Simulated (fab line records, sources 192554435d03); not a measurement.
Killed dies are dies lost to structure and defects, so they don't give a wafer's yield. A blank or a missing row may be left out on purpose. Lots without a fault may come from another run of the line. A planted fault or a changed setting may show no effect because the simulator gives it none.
Problem report in the 8D (eight disciplines) form, filled by code | flow n5_finfet | the parts of the form that need people (team, actions taken, sign-off) are left out

1. THE PROBLEM
plate_temp_C at N5_BEOL_M15_COAT_56 reads a mean of 260.35 C on 6 wafers of 2 lots; wafers without a fault read 250.02 C with a standard deviation of 0.17. That is +61 standard deviations from the usual mean.
The step: time 60 s, resist thk 550 nm.
First seen on wafer L272.1, day 13 09:47, on litho_track-04. The record holds 30 wafers of 10 lots with a number at this step. Rule for "out", or "out of limits": more than 4 standard deviations from the usual mean. The other wafers with a number count as sound.

2. WHAT IT IS AND WHAT IT IS NOT
question                    | is                                 | is not
which readings at this step | plate_temp_C, heater_power_total_W | chill_plate_temp_C
which lots                  | L272, L275                         | L262, L263, L266, L276, L277, L283, L284, L285
which wafers of those lots  | all that have a number             | -
read on which tools         | litho_track-04                     | litho_track-01, litho_track-03
when                        | from day 13 09:47                  | up to then (9 sound wafers); but 15 sound wafers of L276, L277, L283, L284, L285 came after

3. SUSPECTS, AND WHAT RULES EACH OUT
Counting: a tool at a process step up to the reading stays a suspect if it ran every lot that is out and no sound lot after the first of them.
- litho_track-04 at N5_BEOL_M15_COAT_56 (time 60 s, resist thk 550 nm): ruled out as a lasting fault. Sound lots L285 ran on it after its first lot that is out, L272 (day 13 09:47).
Left after counting: nothing in the record.

4. THE CAUSE (what the simulator had put in)
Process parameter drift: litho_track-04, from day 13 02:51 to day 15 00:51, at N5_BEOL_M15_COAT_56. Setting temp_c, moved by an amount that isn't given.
Counting ruled it out, wrongly.

5. THE CHAIN OF EFFECTS, in route order
Each row: a reading whose mean over the struck wafers that have a number lies more than 3 standard deviations from the usual. Only readings for which the record gives a usual standard deviation are gone through. hours: the time from each lot's start at the first step in this table that gives one to its start at this step, as a median over the lots. sigmas: the change in usual standard deviations.
hours | step                | reading              | usual    | on struck wafers | change | sigmas
0     | N5_BEOL_M15_COAT_56 | heater_power_total_W | 500.5 W  | 525.4            | +24.9  | +14
0     | N5_BEOL_M15_COAT_56 | plate_temp_C         | 250.02 C | 260.35           | +10.33 | +61
The process steps in it:
- N5_BEOL_M15_COAT_56: time 60 s, resist thk 550 nm.
Later measuring or inspecting steps at which every struck wafer that the step has a row for has a number for every such reading, and none has moved that far: N5_BEOL_M15_INSPECT_30.

6. WHAT WOULD HAVE CAUGHT IT SOONER
In this record the first reading out of limits was taken at day 13 09:47, 7 hours after the fault began at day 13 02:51.
